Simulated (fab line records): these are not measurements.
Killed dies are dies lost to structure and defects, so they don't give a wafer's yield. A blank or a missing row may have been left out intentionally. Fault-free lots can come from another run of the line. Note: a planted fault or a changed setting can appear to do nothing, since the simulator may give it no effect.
Shared-tool check || flow nand-harc || 13 lots, 39 wafers sampled

## WHY IT WAS OPENED
On 2 of the 13 lots, a flag is raised at NHARC_A_ONON_D1_THK_MEAS_05 on the reading thk-nm. No-fault wafers: 1001 nm, standard deviation 9.9.
Rule: a lot is flagged when every wafer of it that has a number lies more than 4 standard deviations from that mean, or none has a number. The rest of the lots are taken to be sound.

{"lot": "L811", "measured": "day 7 16:41", "on": "film-metro-02", "thk-nm (nm), wafer by wafer": "992 991 993", "flag": ""}
{"lot": "L812", "measured": "day 7 20:59", "on": "film-metro-01", "thk-nm (nm), wafer by wafer": "1007 1008 1008", "flag": ""}
{"lot": "L813", "measured": "day 8 16:33", "on": "film-metro-01", "thk-nm (nm), wafer by wafer": "1013 1013 1011", "flag": ""}
{"lot": "L816", "measured": "day 9 14:43", "on": "film-metro-01", "thk-nm (nm), wafer by wafer": "988 987 985", "flag": ""}
{"lot": "L817", "measured": "day 10 11:54", "on": "film-metro-01", "thk-nm (nm), wafer by wafer": "1014 1012 1014", "flag": ""}
{"lot": "L818", "measured": "day 10 16:32", "on": "film-metro-02", "thk-nm (nm), wafer by wafer": "1018 1019 1020", "flag": ""}
{"lot": "L820", "measured": "day 11 15:46", "on": "film-metro-02", "thk-nm (nm), wafer by wafer": "991 991 993", "flag": ""}
{"lot": "L822", "measured": "day 12 06:21", "on": "film-metro-01", "thk-nm (nm), wafer by wafer": "1245 1246 1247", "flag": "FLAGGED"}
{"lot": "L823", "measured": "day 12 18:26", "on": "film-metro-01", "thk-nm (nm), wafer by wafer": "1253 1254 1252", "flag": "FLAGGED"}
{"lot": "L831", "measured": "day 16 02:26", "on": "film-metro-01", "thk-nm (nm), wafer by wafer": "1020 1019 1019", "flag": ""}
{"lot": "L832", "measured": "day 16 12:14", "on": "film-metro-02", "thk-nm (nm), wafer by wafer": "1003 1003 1002", "flag": ""}
{"lot": "L833", "measured": "day 17 00:07", "on": "film-metro-01", "thk-nm (nm), wafer by wafer": "1001 1002 1002", "flag": ""}
{"lot": "L834", "measured": "day 17 16:37", "on": "film-metro-02", "thk-nm (nm), wafer by wafer": "988 989 988", "flag": ""}
On average the flagged lots' numbers are 1250 nm, which is +248 nm against the usual, or +25 standard deviations.

## TOOL THAT RAN EACH LOT
2 process steps preceding the reading are held in the record, out of 1302 steps in the route. Read each cell as the tool, then ch plus the chambers that the sampled wafers visited, then the start.
{"lot": "L811", "flag": "", "NHARC_A_ZERO_WELL_DESCUM_12": "rie-diel-07 ch 0,3, day 6 17:42", "NHARC_A_ONON_D1_DEP_03": "pecvd-onon-04 ch 0, day 7 16:14"}
{"lot": "L812", "flag": "", "NHARC_A_ZERO_WELL_DESCUM_12": "rie-diel-12 ch 0,2,3, day 6 23:02", "NHARC_A_ONON_D1_DEP_03": "pecvd-onon-04 ch 0, day 7 20:32"}
{"lot": "L813", "flag": "", "NHARC_A_ZERO_WELL_DESCUM_12": "rie-diel-07 ch 0,1, day 7 17:07", "NHARC_A_ONON_D1_DEP_03": "pecvd-onon-02 ch 0, day 8 16:06"}
{"lot": "L816", "flag": "", "NHARC_A_ZERO_WELL_DESCUM_12": "rie-diel-07 ch 0,3, day 8 15:50", "NHARC_A_ONON_D1_DEP_03": "pecvd-onon-02 ch 0, day 9 14:16"}
{"lot": "L817", "flag": "", "NHARC_A_ZERO_WELL_DESCUM_12": "rie-diel-07 ch 0,3, day 9 09:27", "NHARC_A_ONON_D1_DEP_03": "pecvd-onon-04 ch 0, day 10 11:31"}
{"lot": "L818", "flag": "", "NHARC_A_ZERO_WELL_DESCUM_12": "rie-diel-07 ch 0,1,3, day 9 17:44", "NHARC_A_ONON_D1_DEP_03": "pecvd-onon-04 ch 0, day 10 16:02"}
{"lot": "L820", "flag": "", "NHARC_A_ZERO_WELL_DESCUM_12": "rie-diel-07 ch 2,3, day 10 16:52", "NHARC_A_ONON_D1_DEP_03": "pecvd-onon-04 ch 0, day 11 15:19"}
{"lot": "L822", "flag": "FLAGGED", "NHARC_A_ZERO_WELL_DESCUM_12": "rie-diel-06 ch 0,2,3, day 11 06:07", "NHARC_A_ONON_D1_DEP_03": "pecvd-onon-04 ch 0, day 12 05:57"}
{"lot": "L823", "flag": "FLAGGED", "NHARC_A_ZERO_WELL_DESCUM_12": "rie-diel-07 ch 0,2,3, day 11 19:16", "NHARC_A_ONON_D1_DEP_03": "pecvd-onon-04 ch 0, day 12 17:59"}
{"lot": "L831", "flag": "", "NHARC_A_ZERO_WELL_DESCUM_12": "rie-diel-12 ch 0,2,3, day 15 04:03", "NHARC_A_ONON_D1_DEP_03": "pecvd-onon-04 ch 0, day 16 01:59"}
{"lot": "L832", "flag": "", "NHARC_A_ZERO_WELL_DESCUM_12": "rie-diel-07 ch 0,2,3, day 15 12:52", "NHARC_A_ONON_D1_DEP_03": "pecvd-onon-04 ch 0, day 16 11:44"}
{"lot": "L833", "flag": "", "NHARC_A_ZERO_WELL_DESCUM_12": "rie-diel-07 ch 0,1,2, day 16 01:21", "NHARC_A_ONON_D1_DEP_03": "pecvd-onon-02 ch 0, day 16 23:35"}
{"lot": "L834", "flag": "", "NHARC_A_ZERO_WELL_DESCUM_12": "rie-diel-07 ch 0,1,3, day 16 15:41", "NHARC_A_ONON_D1_DEP_03": "pecvd-onon-01 ch 0, day 17 16:07"}
What the steps here do:
- NHARC_A_ZERO_WELL_DESCUM_12: chemistry O2, time 3 s.
- NHARC_A_ONON_D1_DEP_03: target thk 1000 nm.
- NHARC_A_ONON_D1_THK_MEAS_05: measures by ellipsometry.

## FLAGGED AGAINST TOTAL, ONE TOOL AT A TIME (gauges that did the reading follow at the end)
{"step": "NHARC_A_ZERO_WELL_DESCUM_12", "tool": "rie-diel-06", "lots run": 1, "flagged": 1, "share of the flagged lots": "some", "sound lots run after its first flagged lot": 0}
{"step": "NHARC_A_ZERO_WELL_DESCUM_12", "tool": "rie-diel-07", "lots run": 10, "flagged": 1, "share of the flagged lots": "some", "sound lots run after its first flagged lot": "3 (L832,L833,L834)"}
{"step": "NHARC_A_ZERO_WELL_DESCUM_12", "tool": "rie-diel-12", "lots run": 2, "flagged": 0, "share of the flagged lots": "none", "sound lots run after its first flagged lot": "-"}
{"step": "NHARC_A_ONON_D1_DEP_03", "tool": "pecvd-onon-01", "lots run": 1, "flagged": 0, "share of the flagged lots": "none", "sound lots run after its first flagged lot": "-"}
{"step": "NHARC_A_ONON_D1_DEP_03", "tool": "pecvd-onon-02", "lots run": 3, "flagged": 0, "share of the flagged lots": "none", "sound lots run after its first flagged lot": "-"}
{"step": "NHARC_A_ONON_D1_DEP_03", "tool": "pecvd-onon-04", "lots run": 9, "flagged": 2, "share of the flagged lots": "all", "sound lots run after its first flagged lot": "2 (L831,L832)"}
{"step": "NHARC_A_ONON_D1_THK_MEAS_05", "tool": "film-metro-01", "lots run": 8, "flagged": 2, "share of the flagged lots": "all", "sound lots run after its first flagged lot": "2 (L831,L833)"}
{"step": "NHARC_A_ONON_D1_THK_MEAS_05", "tool": "film-metro-02", "lots run": 5, "flagged": 0, "share of the flagged lots": "none", "sound lots run after its first flagged lot": "-"}

## WHAT IS ALLOWED BY THE TABLE
pecvd-onon-04 at NHARC_A_ONON_D1_DEP_03 and film-metro-01 at NHARC_A_ONON_D1_THK_MEAS_05 are the 2 rows of the table that ran each flagged lot.
- pecvd-onon-04 at NHARC_A_ONON_D1_DEP_03 ran 9 lots, 2 of them flagged. Lots that were sound ran on it after the first flagged one (L831, L832); a persistent fault on the entire tool would not allow that.
- film-metro-01 at NHARC_A_ONON_D1_THK_MEAS_05 ran 8 lots, 2 of them flagged. Lots that were sound ran on it after the first flagged one (L831, L833); a persistent fault on the entire tool would not allow that.
None of the table's rows ran every flagged lot and, after the first, no sound lot.

## WHAT THE SIMULATOR HAD PUT IN
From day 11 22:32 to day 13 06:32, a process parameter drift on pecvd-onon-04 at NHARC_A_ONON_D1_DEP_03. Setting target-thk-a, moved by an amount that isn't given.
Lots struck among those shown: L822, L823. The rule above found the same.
